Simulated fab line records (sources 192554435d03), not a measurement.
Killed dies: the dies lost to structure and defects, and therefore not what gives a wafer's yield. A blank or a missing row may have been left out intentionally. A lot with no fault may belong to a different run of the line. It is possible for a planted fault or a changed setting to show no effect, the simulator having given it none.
Split-lot study | flow n5_finfet | route with 1938 steps; 4 lots, 21 wafers read

ON THE SPLIT
At N5_PASSIVATION_EXPOSE_07 (exposes mask TV, defocus 0 nm, target cd 3000 nm), the setting dose_mj was moved away from the recipe's 22.75 on 6 of the 21 wafers read, by -5.0% to -3.3%. For the rest of the wafers, this setting stayed at what the recipe calls for.

FROM THE SPLIT TO THE READING: what the file shows between them, 3 steps
- N5_PASSIVATION_PEB_08
- N5_PASSIVATION_DEVELOP_09: develop time 60 s
- N5_PASSIVATION_HARDBAKE_11: time 120 s

THE READING
cd_nm, in nm, at N5_PASSIVATION_CD_MEAS_10 (target cd 3000 nm). A value of 3001.7 nm with a standard deviation of 2.2 nm is what fault-free wafers of this fab line usually give.

wafer  | tool, chamber at the split | dose_mj as run | against the recipe | cd_nm, nm | against lot-mates on the recipe
L077.1 | krf_scanner-01, 0          | 22.75          | recipe             | 3003.9    | -
L077.2 | krf_scanner-01, 0          | 22.75          | recipe             | 3000.8    | -
L077.3 | krf_scanner-01, 0          | 21.99          | -3.3%              | 2994.2    | -8.5
L077.4 | krf_scanner-01, 0          | 21.99          | -3.3%              | 2995.2    | -7.5
L077.5 | krf_scanner-01, 0          | 21.99          | -3.3%              | 2999.8    | -2.9
L077.6 | krf_scanner-01, 0          | 22.75          | recipe             | 3003.3    | -
L084.1 | krf_scanner-01, 0          | 22.75          | recipe             | 3001.7    | -
L084.2 | krf_scanner-01, 0          | 22.75          | recipe             | 2999.2    | -
L084.3 | krf_scanner-01, 0          | 22.75          | recipe             | 3003.0    | -
L084.4 | krf_scanner-01, 0          | 22.75          | recipe             | 3002.2    | -
L084.5 | krf_scanner-01, 0          | 22.75          | recipe             | 3002.6    | -
L084.6 | krf_scanner-01, 0          | 22.75          | recipe             | 3002.8    | -
L083.4 | krf_scanner-01, 0          | 22.75          | recipe             | 3002.4    | -
L083.5 | krf_scanner-01, 0          | 22.75          | recipe             | 3000.8    | -
L083.6 | krf_scanner-01, 0          | 22.75          | recipe             | 2999.6    | -
L089.1 | krf_scanner-01, 0          | 22.75          | recipe             | 2999.1    | -
L089.2 | krf_scanner-01, 0          | 22.75          | recipe             | 3003.5    | -
L089.3 | krf_scanner-01, 0          | 22.75          | recipe             | 2997.9    | -
L089.4 | krf_scanner-01, 0          | 21.62          | -5.0%              | 2987.4    | -12.8
L089.5 | krf_scanner-01, 0          | 21.62          | -5.0%              | 2991.4    | -8.8
L089.6 | krf_scanner-01, 0          | 21.62          | -5.0%              | 2990.7    | -9.5

FIT RESULTS
A straight line over all 21 wafers: cd_nm changes by +2.13 nm for each +1% of dose_mj; r = +0.89; the points scatter about the line by 2.2 nm.
The same after taking each lot's own level away (the mean of its wafers on the recipe; 21 wafers): +2.02 nm for each +1%; r = +0.91; scatter 1.8 nm.
Per that fit: largest dose_mj move, reading shift of 10 nm.
Measured against the standard deviation above, the lots' own levels, which go from 3000.17 to 3002.67 nm, span 1.1 times it.
Consequently the slope shifts little with the lot-to-lot level, the two slopes agreeing.
Check: for one of the wafers moved furthest among these (-5.0%), held out of the fit, the line's prediction against its lot-mates is -9.2 nm. Against them it came out at -12.8 nm.

FURTHER SPLITS ON THESE WAFERS
These wafers also went through other splits before the reading. Each is held against what the fit with the lots' levels taken away leaves over:
other split on the same wafers | wafers away from the commonest value | r with cd_nm (lot level and that fit taken away)
N5_BEOL_M13_ILD_DEP_00 time_s  | 9                                    | -0.13
N5_BEOL_M15_COAT_58 spin_rpm   | 9                                    | +0.40
N5_BEOL_M15_SPUTTER_43 power_w | 9                                    | +0.11

FILE'S OWN FIT
cd_nm changes by +2.01 nm for each +1% of dose_mj, r = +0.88.
